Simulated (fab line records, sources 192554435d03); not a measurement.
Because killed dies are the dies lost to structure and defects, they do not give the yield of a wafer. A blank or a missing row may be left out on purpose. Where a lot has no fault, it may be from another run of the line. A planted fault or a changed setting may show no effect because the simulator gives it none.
Split-lot study    flow n5-finfet    39 wafers read from 7 lots, route of 1938 steps

## ON THE SPLIT
At N5_MOL_CONTACT_COAG_IMPLANT_129, the setting energy-kev was moved away from the recipe's 3 on 12 of the 39 wafers read, by +15.7% to +29.0%. For the rest of the wafers, this setting stayed at what the recipe calls for.

The reading comes from the split's own step.

## THE READING
implant.drp-nm (the simulator's own value, which no gauge read), in nm, at N5_MOL_CONTACT_COAG_IMPLANT_129. The file gives no usual value for it.

wafer   tool, chamber at the split  energy-kev as run  against the recipe  implant.drp-nm, nm  against lot-mates on the recipe
L074.1  implanter-01, 0             3                  recipe              2.134               -
L074.2  implanter-01, 0             3                  recipe              2.134               -
L074.3  implanter-01, 0             3                  recipe              2.134               -
L074.4  implanter-01, 0             3.539              +18.0%              2.364               +0.230
L074.5  implanter-01, 0             3.539              +18.0%              2.364               +0.230
L074.6  implanter-01, 0             3.539              +18.0%              2.364               +0.230
L076.1  implanter-01, 0             3                  recipe              2.134               -
L076.2  implanter-01, 0             3                  recipe              2.134               -
L076.3  implanter-01, 0             3                  recipe              2.134               -
L076.4  implanter-01, 0             3                  recipe              2.134               -
L076.5  implanter-01, 0             3                  recipe              2.134               -
L076.6  implanter-01, 0             3                  recipe              2.134               -
L077.1  implanter-02, 0             3                  recipe              2.134               -
L077.5  implanter-02, 0             3                  recipe              2.134               -
L077.6  implanter-02, 0             3                  recipe              2.134               -
L077.2  implanter-02, 0             3.502              +16.7%              2.349               +0.215
L077.3  implanter-02, 0             3.502              +16.7%              2.349               +0.215
L077.4  implanter-02, 0             3.502              +16.7%              2.349               +0.215
L079.1  implanter-01, 0             3.87               +29.0%              2.5                 +0.366
L079.2  implanter-01, 0             3.87               +29.0%              2.5                 +0.366
L079.3  implanter-01, 0             3.87               +29.0%              2.5                 +0.366
L079.4  implanter-01, 0             3                  recipe              2.134               -
L079.5  implanter-01, 0             3                  recipe              2.134               -
L079.6  implanter-01, 0             3                  recipe              2.134               -
L085.1  implanter-02, 0             3.47               +15.7%              2.336               +0.202
L085.3  implanter-02, 0             3.47               +15.7%              2.336               +0.202
L085.4  implanter-02, 0             3.47               +15.7%              2.336               +0.202
L085.2  implanter-02, 0             3                  recipe              2.134               -
L085.5  implanter-02, 0             3                  recipe              2.134               -
L085.6  implanter-02, 0             3                  recipe              2.134               -
L090.1  implanter-01, 0             3                  recipe              2.134               -
L090.2  implanter-01, 0             3                  recipe              2.134               -
L090.3  implanter-01, 0             3                  recipe              2.134               -
L090.4  implanter-01, 0             3                  recipe              2.134               -
L090.5  implanter-01, 0             3                  recipe              2.134               -
L090.6  implanter-01, 0             3                  recipe              2.134               -
L091.4  implanter-02, 0             3                  recipe              2.134               -
L091.5  implanter-02, 0             3                  recipe              2.134               -
L091.6  implanter-02, 0             3                  recipe              2.134               -

FIT RESULTS
A straight line over all 39 wafers: implant.drp-nm changes by +0.0127 nm for each +1% of energy-kev; r = +1.00; the points scatter about the line by 0.0013 nm.
The same after taking each lot's own level away (the mean of its wafers on the recipe; 39 wafers): +0.0127 nm for each +1%; r = +1.00; scatter 0.0013 nm.
According to that fit, moving energy-kev by its largest amount changes the reading by 0.37 nm.
The lots' own levels span 2.1340 to 2.1340 nm.
Consequently the slope shifts little with the lot-to-lot level, the two slopes agreeing.
Check: +0.37 nm against its lot-mates is what the line predicts for one of the wafers moved furthest among these (+29.0%) when that wafer is left out of the fit. Against them it came out at +0.366 nm.

## ADDITIONAL SPLITS CARRIED BY THESE WAFERS
Note: prior to the reading, these wafers also went through further splits. Each is held against what the fit with the lots' levels taken away leaves over:
other split on the same wafers         wafers away from the commonest value  r with implant.drp-nm (lot level and that fit taken away)
N5_FIN_CUT_CUT_ETCH_26 target-depth-a  18                                    -0.16
N5_DUMMY_GATE_ETCH_32 time-s           18                                    -0.41
N5_HKMG_FIN_ETCH_58 target-depth-a     6                                     +0.18

## THE WHOLE CHAIN: every reading that the file lists as answering this split, in the file's order
step                             what it does  reading                                                          change (the file's fit)                 r (the file's)
N5_MOL_CONTACT_COAG_IMPLANT_129                implant.rp-nm (the simulator's own value, which no gauge read)   +0.0335 nm for each +1% of the setting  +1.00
N5_MOL_CONTACT_COAG_IMPLANT_129                implant.drp-nm (the simulator's own value, which no gauge read)  +0.0127 nm for each +1% of the setting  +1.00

## FILE'S OWN FIT
implant.drp-nm changes by +0.0127 nm for each +1% of energy-kev, r = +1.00.
